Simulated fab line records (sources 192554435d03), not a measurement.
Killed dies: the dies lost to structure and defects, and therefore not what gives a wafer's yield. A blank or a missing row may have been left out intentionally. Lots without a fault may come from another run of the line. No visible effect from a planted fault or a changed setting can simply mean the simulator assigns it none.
Chamber matching	flow n5-finfet	ald-metal-04 running N5_HKMG_FIN_ALD_79: 4 sister chambers
The step deposits TiN, target thk 1.5 nm, pulse time 1 s, purge time 3 s. 4 wafers are shown with their chamber, then 7 later ones without.

== WAFERS, EACH WITH ITS CHAMBER ==
wafer	chamber	heater-power-w (W)
L081.1	2	983
L083.5	1	943
L090.2	3	910
L090.3	0	823

== WAFERS WHOSE CHAMBER IS MISSING ==
wafer	heater-power-w (W)
L090.5	817
L091.2	914
L091.5	970
L091.6	932
L096.1	971
L096.2	899
L096.3	841

== WHICH CHAMBER EACH ONE RAN IN ==
wafer	from the rows above	in truth
L090.5	0	0
L091.2	3	3
L091.5	can't be placed: 2 or 1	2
L091.6	can't be placed: 1 or 3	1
L096.1	can't be placed: 2 or 1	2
L096.2	3	3
L096.3	0	0
Correctly placed: 4 of 7. Can't be placed from these rows: 3 (the true chamber is among the candidates in 3). Number placed wrongly: 0.
How it was worked out, from the rows above alone: a wafer's distance from a chamber is the root of the sum, over the readings, of the square of ((its reading less the chamber's mean) divided by the reading's scatter). The wafer belongs to the nearest chamber; if the next one is less than 2 further off, it can't be placed. The mean given for a chamber averages the wafers shown for that chamber. The scatter: root of mean squared gap, hidden wafer to nearest shown wafer, with one shown wafer a chamber.
